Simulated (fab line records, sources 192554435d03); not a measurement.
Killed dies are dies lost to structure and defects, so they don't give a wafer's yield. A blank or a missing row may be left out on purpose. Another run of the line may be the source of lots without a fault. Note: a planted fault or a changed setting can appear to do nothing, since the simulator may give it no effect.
fab line records	flow n5-finfet	part 2 of 2: steps 5 to 6 of 6
record lots=24	wafers=72	last-day=17
route steps=1938 shown HKMG_FIN@447 GATE_CUT@470
lots that met no fault: from a run of the same line without faults
start-h: hours from the record's opening day to when the first of the lot's shown wafers began	wait-h: hours from the lot's prior step to this one	" the same as in the row above	L1.1+2: one row covering several wafers at once	- value missing, or start not given	* or withheld: withheld	< > ~ a bound
route shown NAME@n: NAME is a module with steps in the file, n the number in the route of the first one	usual: the fault-free wafers' mean and standard deviation	same: alike in all rows	chamber/n: place in a boat	sites: readings site by site	_std_site: the standard deviation of these	_edge_site: inner sites' mean taken away from outer sites' mean	radius-mm: for every site, how far away it sits from the centre of the wafer	mask NAME#n: copy n	behind: the most recent tool/chamber to have shaped the wafer	hold: what put the lot on hold/how long, in hours/how the hold closed	device: the n, p or np transistor that did not switch	end of line: tests of these same wafers at the route's end	a step given without rows: its recipe and nothing more	killed: dies lost to structure and defects at the first sort, not the wafer's yield	map: per-die view of a wafer (x killed, . not killed, _ where there is no die)
set.NAME: setting as actually run; set.NAME@STEP: the setting as run at that earlier step	model.NAME: the simulator's own value behind a step, which no gauge read
the route's steps for a sample of lots (tables are steps, rows are wafers)
services: the hour from which a tool's chamber was out of use, counted from the record's first day as start-h (under 0 if before that day), plus the number of hours and why
## steps
# step N5_GATE_CUT_HM_OPEN_40
# recipe chemistry=C4F6/O2	target=SiO2	mask-material=SiARC	target-depth-a=1390	time-s=85.1	ion-energy-ev=250	pressure-mtorr=30	source-w=345	bias-w=185	Ar_flow_sccm=300	C4F6_flow_sccm=10	O2_flow_sccm=10	ends=cleared
# usual drypump-motor-current-A=5.6/0.5	etch-rf-on-time-s=93.7/1.9	oes-product-au=0.70/0.057	rf-vpp-V=661/15	showerhead-plenum-p-Torr=2.90/0.1	throttle-valve-pct=21.07/0.19
lot.wafer	tool	chamber	start-h	wait-h	drypump-motor-current-A	etch-rf-on-time-s	oes-product-au	rf-hours-counter-h	rf-vpp-V	showerhead-plenum-p-Torr	throttle-valve-pct
L074.1	rie-diel-01	3	85.22	0.0	5.2	90.1	0.71	126	654	2.87	21.22
L074.2	"	2	"	"	4.8	94.7	0.61	248	645	2.69	21.23
L074.4	"	1	"	"	5.8	94.2	0.84	11	671	3.00	20.97
L075.1	rie-diel-03	0	93.41	0.0	5.3	96.2	0.68	151	647	2.85	21.19
L075.3	"	3	"	"	5.8	95.3	0.72	80	681	2.99	20.95
L075.4	"	1	"	"	5.2	96.9	0.67	128	642	2.87	21.24
L076.2	rie-diel-02	3	99.55	0.0	5.6	95.9	0.81	28	667	3.04	20.95
L076.3	"	1	"	"	4.9	96.9	0.65	177	666	2.74	20.67
L076.5	"	3	"	"	5.6	96.6	0.81	-	666	3.04	20.96
L077.2	rie-diel-03	2	104.37	0.0	6.4	90.3	0.70	135	685	2.97	20.73
L077.5	"	2	"	"	6.4	90.7	0.69	-	685	2.97	20.72
L077.6	"	1	"	"	5.2	92.8	0.69	-	643	2.87	21.23
L078.1	rie-diel-03	3	108.81	0.0	5.8	91.0	0.72	86	683	2.98	20.95
L078.5	"	0	"	"	5.3	94.4	0.68	-	646	2.85	21.21
L078.6	"	1	"	"	5.2	94.7	0.68	-	643	2.87	21.23
L079.1	rie-diel-02	0	117.10	0.0	5.3	94.4	0.67	151	663	2.87	21.24
L079.3	"	1	"	"	4.9	95.9	0.65	185	666	2.74	20.68
L079.4	"	3	"	"	5.6	95.4	0.80	36	666	3.03	20.97
L080.3	rie-diel-02	2	123.96	0.0	6.1	92.5	0.72	94	661	2.65	21.26
L080.4	"	3	"	"	5.6	94.8	0.81	37	665	3.03	20.97
L080.5	"	3	"	"	5.6	93.2	0.80	-	666	3.03	20.97
L081.1	rie-diel-03	0	125.55	0.0	5.3	94.5	0.68	162	644	2.85	21.21
L081.5	"	1	"	"	5.2	97.1	0.67	-	643	2.86	21.24
L081.6	"	0	"	"	5.3	96.8	0.67	-	645	2.85	21.21
L082.3	rie-diel-03	0	132.51	0.0	5.3	94.2	0.67	164	645	2.85	21.22
L082.4	"	1	"	"	5.2	95.1	0.66	141	643	2.86	21.23
L082.6	"	0	"	"	5.3	93.5	0.68	-	647	2.85	21.20
L083.2	rie-diel-02	0	139.82	0.0	5.3	93.3	0.67	158	664	2.86	21.25
L083.4	"	2	"	"	6.1	92.9	0.72	101	662	2.65	21.27
L083.5	"	3	"	"	5.6	94.9	0.78	-	666	3.03	20.99
L084.2	rie-diel-03	1	146.55	0.0	5.2	93.4	0.67	146	642	2.86	21.25
L084.5	"	3	"	"	5.8	91.5	0.71	-	683	2.98	20.97
L084.6	"	0	"	"	5.3	93.9	0.67	-	645	2.84	21.25
L085.2	rie-diel-03	2	151.58	0.0	6.4	92.9	0.69	150	684	2.96	20.74
L085.3	"	1	"	"	5.2	94.9	0.66	147	642	2.86	21.23
L085.4	"	3	"	"	5.8	95.2	0.71	101	683	2.98	20.99
L086.1	rie-diel-03	1	161.79	0.0	5.2	92.4	0.67	149	642	2.86	21.25
L086.3	"	3	"	"	5.9	91.2	0.71	103	682	2.97	20.98
L086.4	"	1	"	"	5.2	94.6	0.66	-	643	2.86	21.26
L087.4	rie-diel-03	3	162.73	0.0	5.8	98.0	0.69	104	683	2.98	20.98
L087.5	"	3	"	"	5.8	95.8	0.69	-	682	2.98	20.97
L087.6	"	0	"	"	5.3	97.7	0.66	-	645	2.84	21.23
L088.3	rie-diel-01	3	170.76	0.0	5.2	91.7	0.69	153	655	2.86	21.27
L088.5	"	1	"	"	5.8	93.7	0.78	-	673	2.99	21.02
L088.6	"	2	"	"	4.8	91.5	0.85	-	656	3.02	20.87
L089.1	rie-diel-03	0	175.78	0.0	5.3	94.2	0.67	178	646	2.84	21.25
L089.3	"	1	"	"	5.2	93.8	0.67	152	642	2.86	21.24
L089.4	"	3	"	"	5.9	95.7	0.70	107	683	2.97	20.98
L090.1	rie-diel-01	0	181.97	0.0	6.2	94.9	0.63	188	662	2.94	20.98
L090.4	"	3	"	"	5.2	92.5	0.68	-	654	2.86	21.26
L090.6	"	2	"	"	4.8	91.1	0.84	-	655	3.02	20.86
L091.2	rie-diel-01	2	188.04	0.0	4.8	91.9	0.84	19	656	3.02	20.88
L091.3	"	0	"	"	6.2	94.7	0.63	190	664	2.93	21.00
L091.5	"	0	"	"	6.2	95.7	0.64	-	662	2.93	20.99
L092.4	rie-diel-03	1	193.51	0.0	5.2	92.0	0.67	157	643	2.85	21.26
L092.5	"	2	"	"	6.4	90.9	0.68	-	686	2.95	20.77
L092.6	"	1	"	"	5.2	94.4	0.67	-	644	2.85	21.26
L093.3	rie-diel-01	0	197.84	0.0	6.2	92.1	0.64	194	664	2.93	21.00
L093.4	"	3	"	"	5.2	93.5	0.69	162	655	2.86	21.29
L093.5	"	3	"	"	5.2	91.3	0.69	-	654	2.86	21.28
L094.1	rie-diel-03	2	205.13	0.0	6.5	89.9	0.67	162	685	2.95	20.77
L094.4	"	1	"	"	5.2	93.2	0.66	160	641	2.85	21.26
L094.6	"	1	"	"	5.2	91.8	0.66	-	642	2.85	21.27
L095.1	rie-diel-01	1	209.48	0.0	5.8	94.9	0.77	46	670	2.98	21.02
L095.3	"	2	"	"	4.8	90.1	0.83	26	655	3.02	20.87
L095.4	"	0	"	"	6.2	96.4	0.63	197	662	2.93	21.01
L096.1	rie-diel-01	3	219.29	0.0	5.2	91.9	0.68	167	655	2.86	21.29
L096.3	"	1	"	"	5.8	95.0	0.77	48	670	2.98	21.00
L096.5	"	2	"	"	4.8	92.7	0.83	-	656	3.02	20.89
L097.3	rie-diel-02	3	220.72	0.0	5.6	93.5	0.76	65	663	3.02	21.01
L097.4	"	2	"	"	6.0	92.4	0.70	120	660	2.64	21.29
L097.6	"	2	"	"	6.1	91.0	0.70	-	661	2.64	21.31
# step N5_GATE_CUT_CMP_43
# recipe material=SiO2	post-cmp-clean=rinse-only
# usual edge-zone-pressure-frac=1.000/0.0049	motor-current-A=12.2/0.81
lot.wafer	tool	chamber	start-h	wait-h	edge-zone-pressure-frac	motor-current-A
L074.1	cmp-02	1	87.71	0.0	0.997	11.5
L074.2	"	2	"	"	0.999	13.1
L074.4	"	0	"	"	0.992	12.7
L075.1	cmp-04	1	95.98	0.1	1.007	13.0
L075.4	"	2	"	"	1.012	12.8
L075.3	"	3	"	"	1.003	11.7
L076.2	cmp-04	0	102.04	0.0	0.998	10.6
L076.3	"	1	"	"	0.994	12.2
L076.5	"	0	"	"	0.999	11.0
L077.2	cmp-02	1	107.18	0.0	1.004	12.1
L077.6	"	1	"	"	0.994	11.9
L077.5	"	2	"	"	0.998	11.8
L078.1	cmp-04	3	111.75	0.3	1.006	11.8
L078.5	"	0	"	"	1.002	10.7
L078.6	"	1	"	"	1.005	13.1
L079.1	cmp-04	3	120.22	0.1	1.003	11.9
L079.4	"	0	"	"	1.009	10.9
L079.3	"	1	"	"	1.006	12.5
L080.4	cmp-02	3	126.48	0.0	1.011	11.9
L080.3	"	0	"	"	1.002	13.2
L080.5	"	0	"	"	1.002	12.5
L081.1	cmp-01	2	128.13	0.1	1.005	13.5
L081.5	"	1	"	"	1.011	12.9
L081.6	"	2	"	"	1.000	13.7
L082.4	cmp-02	1	135.17	0.2	0.998	12.3
L082.3	"	2	"	"	1.000	12.9
L082.6	"	3	"	"	0.994	11.4
L083.2	cmp-01	1	142.39	0.1	0.992	12.2
L083.4	"	3	"	"	1.004	11.5
L083.5	"	1	"	"	0.995	12.4
L084.2	cmp-04	0	149.11	0.1	0.999	11.2
L084.6	"	3	"	"	1.002	12.5
L084.5	"	0	"	"	0.998	10.8
L085.2	cmp-04	1	154.50	0.0	0.990	12.8
L085.4	"	2	"	"	0.995	13.2
L085.3	"	3	"	"	0.996	12.1
L086.3	cmp-02	2	164.45	0.0	0.997	12.3
L086.1	"	3	"	"	1.008	12.1
L086.4	"	1	"	"	0.993	11.6
L087.4	cmp-04	2	165.22	0.0	1.001	13.2
L087.5	"	2	"	"	0.998	12.5
L087.6	"	3	"	"	1.011	12.1
L088.3	cmp-01	2	173.41	0.2	1.003	14.1
L088.5	"	0	"	"	0.993	11.2
L088.6	"	1	"	"	1.004	12.6
L089.4	cmp-01	2	178.28	0.0	0.998	14.5
L089.3	"	3	"	"	0.994	11.7
L089.1	"	1	"	"	0.992	13.0
L090.4	cmp-02	0	185.82	0.1	1.005	12.4
L090.1	"	1	"	"	0.995	11.5
L090.6	"	0	"	"	0.999	12.0
L091.3	cmp-02	3	190.77	0.0	1.003	12.0
L091.2	"	2	"	"	1.004	13.0
L091.5	"	0	"	"	0.999	12.5
L092.4	cmp-02	3	196.00	0.0	0.996	12.2
L092.6	"	3	"	"	0.987	12.6
L092.5	"	0	"	"	0.996	13.0
L093.3	cmp-01	2	200.73	0.1	0.998	13.4
L093.4	"	3	"	"	1.000	11.5
L093.5	"	2	"	"	1.004	13.5
L094.4	cmp-02	0	207.70	0.1	1.004	12.1
L094.1	"	1	"	"	1.002	11.8
L094.6	"	0	"	"	1.005	12.9
L095.1	cmp-02	0	211.96	0.0	1.001	12.7
L095.4	"	1	"	"	1.007	11.3
L095.3	"	2	"	"	0.998	12.9
L096.1	cmp-01	2	222.09	0.0	1.001	13.3
L096.3	"	1	"	"	1.002	12.3
L096.5	"	3	"	"	1.003	11.3
L097.4	cmp-01	3	223.21	0.0	0.998	11.7
L097.3	"	1	"	"	1.000	12.6
L097.6	"	3	"	"	0.998	11.2
## services
tool	chamber	start-h	hours	kind
rie-diel-03	-	55.82	1.1	repair
rie-diel-03	1	58.99	5.7	repair
rie-diel-02	1	66.08	13.3	repair
cmp-01	-	68.29	5.6	pm
rie-diel-01	1	70.81	8.1	repair
cmp-01	-	73.95	5.2	repair
ald-metal-01	1	76.68	25.5	repair
cmp-02	-	81.87	0.7	repair
cmp-02	-	84.96	2.6	repair
cmp-01	-	85.05	2.1	repair
rie-diel-02	2	100.33	12.5	repair
plasma-asher-02	-	120.23	10.0	pm
cmp-02	-	121.68	0.6	repair
cmp-04	-	126.40	0.5	repair
rie-diel-01	-	127.88	1.2	repair
rie-diel-03	-	138.91	0.2	repair
ald-metal-01	-	144.94	6.0	pm
rie-diel-03	2	153.41	8.3	repair
rie-diel-03	1	168.76	2.7	repair
plasma-asher-01	-	171.54	10.0	pm
rie-diel-01	1	178.44	15.9	repair
cmp-02	-	202.31	4.0	pm
rie-metal-01	-	204.00	0.5	repair
rie-diel-03	0	215.28	6.4	repair
